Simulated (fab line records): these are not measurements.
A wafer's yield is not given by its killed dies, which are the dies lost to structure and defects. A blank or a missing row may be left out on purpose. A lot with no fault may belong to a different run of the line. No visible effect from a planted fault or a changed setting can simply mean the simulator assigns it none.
Comparing a struck lot with a sound one || flow n5Finfet || 39 steps out of a route of 1938
Sound: these wafers, L991.1, L991.3, L991.6. Struck: wafers L983.4, L983.6. The cause comes at the end.
Per side, at each step with rows, come the tool, then ch with its chambers, and then its first start. Under that, the readings that differ: sound wafers || struck wafers || difference of the means || sigmas: that difference in standard deviations of wafers without a fault.
alike: a reading whose means differ by less than 2 such deviations, as well as words and numbers matching on both sides. not compared: withheld readings; readings where some wafer has no value; bounds like >300 that might hide an equal value; numbers whose values overlap and for which the record gives no deviation.
The two part at a step that has a row with sigmas, a row that says differs or no value, or rows on one side only. When numbers do not overlap yet have no deviation, they are printed without sigmas and do not part them. A reading missing from all wafers of one side parts the sides only when that side holds two or more wafers.

first, 10 steps without rows for these wafers: N5_PMOS_HMC_CHANNEL_EPI_PRECLEAN_37 (cleans in O3/DIW, time 45 s); N5_PMOS_HMC_CHANNEL_EPI_PRECLEAN_24 (cleans in DHF, time 30 s); N5_PMOS_HMC_CHANNEL_EPI_SRD_25 (time 30 s); N5_PMOS_HMC_CHANNEL_EPI_EPI_26 (deposits Si from SiH4/H2, target thk 3.8 nm, time 22.7 s); N5_FIN_SAQP_PRECLEAN_42 (cleans in O3/DIW, time 60 s); N5_FIN_SAQP_PRECLEAN_00 (cleans in SC1, time 60 s); N5_FIN_SAQP_PRECLEAN_44 (cleans in SC2, time 45 s); N5_FIN_SAQP_SRD_01 (time 30 s); N5_FIN_SAQP_ALD_61 (deposits SiO2, target thk 4 nm, pulse time 1 s, purge time 2 s); N5_FIN_SAQP_DENSIFY_62 (time 60 s).
N5_FIN_SAQP_HM_DEP_03: deposits SiNx from SiH4/NH3/N2, target thk 38 nm, time 33.6 s.
  sound on pecvd-04 ch 0,2, day 7 15:54; struck on pecvd-03 ch 0,2, day 5 18:00
{"reading": "model.SiNx_of_FIN_SAQP_HM_DEP_03.thkNm (nm)", "sound": "37.06 37.37 37.72", "struck": "45.46 45.41", "difference": "+8.05", "sigmas": ""}
  alike: heaterPowerW, showerheadPlenumPTorr, throttleValvePct
N5_FIN_SAQP_THK_MEAS_05:
  sound on filmMetro-01, day 7 15:59; struck on filmMetro-01, day 5 18:04
{"reading": "thkNm (nm)", "sound": "37.0 37.3 37.8", "struck": "45.4 45.4", "difference": "+8.0", "sigmas": "+16"}
then, 24 steps without rows for these wafers: N5_FIN_SAQP_PECVD_47 (deposits a-Si from SiH4/He, target thk 45 nm, time 36.3 s); N5_FIN_SAQP_PECVD_48 (deposits SiNx from SiH4/NH3/N2, target thk 25 nm, time 22.1 s); N5_FIN_SAQP_PECVD_06 (deposits a-Si from SiH4/He, target thk 60 nm, time 48.1 s); N5_FIN_SAQP_HM_DEP_72 (deposits SiO2 from SiH4/N2O, target thk 12 nm, time 7.2 s); N5_FIN_SAQP_COAT_49 (time 60 s, resist thk 100 nm); N5_FIN_SAQP_COAT_50 (time 60 s, resist thk 35 nm); N5_FIN_SAQP_COAT_10 (resist thk 90 nm); N5_FIN_SAQP_EBR_12; N5_FIN_SAQP_SOFTBAKE_11 (time 60 s); N5_FIN_SAQP_EXPOSE_13 (exposes mask FIN CORE, target cd 35.6 nm); N5_FIN_SAQP_PEB_14 (peb time 60 s); N5_FIN_SAQP_DEVELOP_15 (develop time 30 s); N5_FIN_SAQP_DESCUM_21 (chemistry O2, time 7.9 s); N5_FIN_SAQP_ETCH_51 (etches SiARC in CF4, target depth 45.5 nm, time 75.8 s); N5_FIN_SAQP_ETCH_52 (etches SOC in N2/H2, target depth 100 nm, overetch 20 nm, time 150 s); N5_FIN_SAQP_STRIP_53 (strips in N2/H2); N5_FIN_SAQP_HM_OPEN_73 (chemistry CHF3/O2, target SiO2, stops on a-Si, target depth 12 nm, time 16.8 s); N5_FIN_SAQP_STRIP_74 (strips in CHF3/O2); N5_FIN_SAQP_MANDREL_ETCH_22 (etches a-Si in HBr/Cl2, stops on SiNx, target depth 60 nm, bt time 10 s, time 30 s); N5_FIN_SAQP_STRIP_55 (strips in N2/H2); N5_FIN_SAQP_STRIP_23 (strips in SPM, time 750 s); N5_FIN_SAQP_SRD_66 (time 30 s); N5_FIN_SAQP_RECESS_75 (chemistry HF/NH3, target SiO2, target depth 14.4 nm, afs cycles 3, sublimation time 60 s); N5_FIN_SAQP_SPACER1_ALD_24 (deposits SiO2, target thk 20.3 nm, pulse time 1 s, purge time 2 s).
N5_FIN_SAQP_HM_OPEN_33: chemistry CH3F/O2, target SiNx, target depth 49.4 nm, time 70.6 s.
  sound on rieDiel-02 ch 0,2,3, day 7 20:29; struck on rieDiel-06 ch 0,2, day 5 23:40
{"reading": "etchRfOnTimeS (s)", "sound": "67.5 68.4 70.8", "struck": "83.0 84.0", "difference": "+14.6", "sigmas": "+9"}
{"reading": "model.etch.depthNm (nm)", "sound": "36.4 36.63 37.05", "struck": "44.83 44.67", "difference": "+8.06", "sigmas": ""}
  alike: drypumpMotorCurrentA, oesProductAu, rfVppV, showerheadPlenumPTorr, throttleValvePct
  not compared: rfHoursCounterH
N5_STI_FIN_REVEAL_RECESS_09: chemistry HF/NH3, target SiO2, afs cycles 11, target depth 42.5 nm, sublimation time 60 s.
  sound on vaporEtch-02 ch 0,1, day 8 12:28; struck on vaporEtch-01 ch 1, day 6 08:10
{"reading": "model.SiNx_of_FIN_SAQP_HM_DEP_03.thkNm (nm)", "sound": "17.6 17.4 18", "struck": "25.8 25.4", "difference": "+7.9", "sigmas": ""}
  alike: drypumpMotorCurrentA
-- a jump in the record: the struck wafers' starts before and after are 6 days apart (it breaks off in module STI_FIN_REVEAL and resumes in module BEOL_M4, where the first step shown is number 1111 of the route) --
N5_BEOL_M4_RC_MEAS_101:
  sound on prober-01 ch 0, day 13 23:21; struck on prober-01 ch 0, day 12 00:23
  alike: DIBL_N, DIBL_P, IOFF_N, IOFF_P, ION_N, ION_P, SS_N, SS_P, VT_N, VT_P

## WHERE THEY PART
First at N5_FIN_SAQP_THK_MEAS_05; last, within this record, at N5_FIN_SAQP_HM_OPEN_33. Later steps at which nothing parts them and some readings are alike: N5_STI_FIN_REVEAL_RECESS_09, N5_BEOL_M4_RC_MEAS_101.

WHY: what the simulator had put in
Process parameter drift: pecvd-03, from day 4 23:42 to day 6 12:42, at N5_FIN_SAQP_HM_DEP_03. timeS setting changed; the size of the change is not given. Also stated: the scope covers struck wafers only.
